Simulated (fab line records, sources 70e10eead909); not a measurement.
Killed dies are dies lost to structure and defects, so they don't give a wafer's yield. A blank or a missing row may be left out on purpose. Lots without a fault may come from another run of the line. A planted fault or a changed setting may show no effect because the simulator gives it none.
Problem report in the 8D (eight disciplines) form, filled by code | flow nand_harc | the parts of the form that need people (team, actions taken, sign-off) are left out

1. THE PROBLEM
run_length_s at NHARC_A_DECK1_JOINT_ETCHBACK_07 reads a mean of 37.4 s on 9 wafers of 3 lots; wafers without a fault read 48.4 s with a standard deviation of 0.36. That is -31 standard deviations from the usual mean.
The step: etches the open film in HBr, target depth 105 nm, time 26.9 s.
First seen on wafer L391.3, day 16 21:05, on rie_si-02. The record holds 33 wafers of 11 lots with a number at this step. Rule for "out", or "out of limits": more than 4 standard deviations from the usual mean. The other wafers with a number count as sound.

2. WHAT IT IS AND WHAT IT IS NOT
question                    | is                     | is not
which readings at this step | run_length_s           | drypump_motor_current_A
which lots                  | L391, L393, L395       | L382, L385, L386, L396, L398, L399, L400, L401
which wafers of those lots  | all that have a number | -
read on which tools         | rie_si-02              | rie_si-01, rie_si-04
when                        | from day 16 21:05      | up to then (9 sound wafers); but 15 sound wafers of L396, L398, L399, L400, L401 came after

3. SUSPECTS, AND WHAT RULES EACH OUT
Counting: a tool at a process step up to the reading stays a suspect if it ran every lot that is out and no sound lot after the first of them.
- rie_si-02 at NHARC_A_DECK1_JOINT_ETCHBACK_07 (etches the open film in HBr, target depth 105 nm, time 26.9 s): kept. It ran every lot that is out, first L391 (day 16 21:05), and no sound lot after that; its last sound lot up to then is L386 (day 14 05:43). Its own readings are out on those wafers: run_length_s.
Left after counting: rie_si-02 at NHARC_A_DECK1_JOINT_ETCHBACK_07.

4. THE CAUSE (what the simulator had put in)
Process parameter drift: rie_si-02, from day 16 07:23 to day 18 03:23, at NHARC_A_DECK1_JOINT_ETCHBACK_07. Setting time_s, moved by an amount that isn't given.
Counting left only this tool.

5. THE CHAIN OF EFFECTS, in route order
Each row: a reading whose mean over the struck wafers that have a number lies more than 3 standard deviations from the usual. Only readings for which the record gives a usual standard deviation are gone through. hours: the time from each lot's start at the first step in this table that gives one to its start at this step, as a median over the lots. sigmas: the change in usual standard deviations.
hours | step                            | reading      | usual  | on struck wafers | change | sigmas
0     | NHARC_A_DECK1_JOINT_ETCHBACK_07 | run_length_s | 48.4 s | 37.4             | -11.0  | -31
The process steps in it:
- NHARC_A_DECK1_JOINT_ETCHBACK_07: etches the open film in HBr, target depth 105 nm, time 26.9 s.
Readings that are blank on the struck wafers while sound wafers have them: bias_w at NHARC_A_DECK1_JOINT_ETCHBACK_07.

6. WHAT WOULD HAVE CAUGHT IT SOONER
In this record the first reading out of limits was taken at day 16 21:05, 14 hours after the fault began at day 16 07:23.
